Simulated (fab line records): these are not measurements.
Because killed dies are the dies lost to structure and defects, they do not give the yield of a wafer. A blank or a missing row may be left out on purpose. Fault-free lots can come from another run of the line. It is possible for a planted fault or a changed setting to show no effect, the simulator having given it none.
Chamber matching + flow nand-harc + 4 sister chambers for NHARC_A_CONTACT_DESCUM_13 on rie-diel-12
The step chemistry O2, time 3 s. 30 wafers are shown with their chamber, then 12 later ones without.

WAFERS WITH THEIR CHAMBER
| wafer  | chamber | drypump-motor-current-A (A) | showerhead-plenum-p-Torr (Torr) | rf-vpp-V (V) |
|--------|---------|-----------------------------|---------------------------------|--------------|
| L074.2 | 3       | 6.5                         | 1.97                            | 57.6         |
| L074.4 | 2       | 5.6                         | 1.90                            | 57.9         |
| L074.6 | 2       | 5.6                         | 1.90                            | 59.4         |
| L076.1 | 0       | 6.1                         | 1.91                            | 58.0         |
| L076.2 | 3       | 6.5                         | 1.97                            | 58.4         |
| L076.3 | 2       | 5.6                         | 1.90                            | 57.3         |
| L077.2 | 3       | 6.6                         | 1.96                            | 57.9         |
| L077.3 | 1       | 5.7                         | 2.01                            | 58.0         |
| L077.4 | 2       | 5.6                         | 1.90                            | 58.7         |
| L078.1 | 2       | 5.6                         | 1.90                            | 57.1         |
| L078.2 | 1       | 5.7                         | 2.01                            | 57.8         |
| L078.6 | 2       | 5.6                         | 1.90                            | 56.2         |
| L086.2 | 1       | 5.7                         | 2.00                            | 59.4         |
| L086.4 | 3       | 6.6                         | 1.96                            | 56.9         |
| L086.6 | 2       | 5.6                         | 1.90                            | 57.1         |
| L084.1 | 2       | 5.6                         | 1.90                            | 57.2         |
| L084.2 | 3       | 6.6                         | 1.96                            | 58.2         |
| L084.6 | 3       | 6.6                         | 1.96                            | 58.8         |
| L083.2 | 3       | 6.6                         | 1.96                            | 58.5         |
| L083.3 | 2       | 5.6                         | 1.90                            | 57.7         |
| L083.4 | 0       | 6.0                         | 1.91                            | 56.7         |
| L087.1 | 0       | 6.0                         | 1.91                            | 57.8         |
| L087.2 | 2       | 5.6                         | 1.89                            | 57.8         |
| L087.3 | 3       | 6.6                         | 1.96                            | 57.7         |
| L088.4 | 0       | 6.1                         | 1.91                            | 56.3         |
| L088.5 | 3       | 6.5                         | 1.96                            | 57.7         |
| L088.6 | 2       | 5.6                         | 1.89                            | 58.9         |
| L090.2 | 0       | 6.0                         | 1.91                            | 57.8         |
| L090.3 | 1       | 5.7                         | 2.00                            | 58.5         |
| L090.6 | 3       | 6.6                         | 1.96                            | 57.0         |

SIGNATURES (averages over the wafers above)
| reading                  | chamber 0 | chamber 1 | chamber 2 | chamber 3 | scatter within a chamber |
|--------------------------|-----------|-----------|-----------|-----------|--------------------------|
| drypump-motor-current-A  | 6.040     | 5.700     | 5.600     | 6.570     | 0.0356                   |
| showerhead-plenum-p-Torr | 1.9100    | 2.0050    | 1.8982    | 1.9620    | 0.00404                  |
| rf-vpp-V                 | 57.320    | 58.425    | 57.755    | 57.870    | 0.787                    |
Rule: a wafer's distance from a chamber is the root of the sum, over the readings, of the square of ((its reading less the chamber's mean) divided by the reading's scatter). If the next closest chamber is less than 2 further off than the closest, the wafer can't be placed; otherwise it belongs to the closest. The scatter is the square root of a quotient: the sum, over the shown wafers, of each reading's squared deviation from its chamber's mean, divided by wafers minus chambers.

WAFERS WITHOUT THEIR CHAMBER
| wafer  | drypump-motor-current-A (A) | showerhead-plenum-p-Torr (Torr) | rf-vpp-V (V) |
|--------|-----------------------------|---------------------------------|--------------|
| L092.2 | 5.6                         | 1.89                            | 58.0         |
| L092.3 | 6.0                         | 1.90                            | 57.9         |
| L092.4 | 5.7                         | 2.00                            | 58.4         |
| L094.1 | 6.0                         | 1.90                            | 57.7         |
| L094.5 | 6.1                         | 1.90                            | 56.5         |
| L094.6 | 5.7                         | 2.00                            | 59.0         |
| L096.1 | 5.6                         | 1.89                            | 58.9         |
| L096.5 | 5.6                         | 1.89                            | 57.3         |
| L096.6 | 6.0                         | 1.90                            | 56.2         |
| L097.2 | 5.7                         | 2.00                            | 59.0         |
| L097.4 | 6.5                         | 1.95                            | 56.5         |
| L097.6 | 5.7                         | 2.00                            | 58.1         |

WHICH CHAMBER EACH ONE RAN IN
| wafer  | from the rows above | in truth |
|--------|---------------------|----------|
| L092.2 | 2                   | 2        |
| L092.3 | 0                   | 0        |
| L092.4 | 1                   | 1        |
| L094.1 | 0                   | 0        |
| L094.5 | 0                   | 0        |
| L094.6 | 1                   | 1        |
| L096.1 | 2                   | 2        |
| L096.5 | 2                   | 2        |
| L096.6 | 0                   | 0        |
| L097.2 | 1                   | 1        |
| L097.4 | 3                   | 3        |
| L097.6 | 1                   | 1        |
Correctly placed: 12 of 12. Can't be placed from these rows: 0. Placed wrongly: 0.
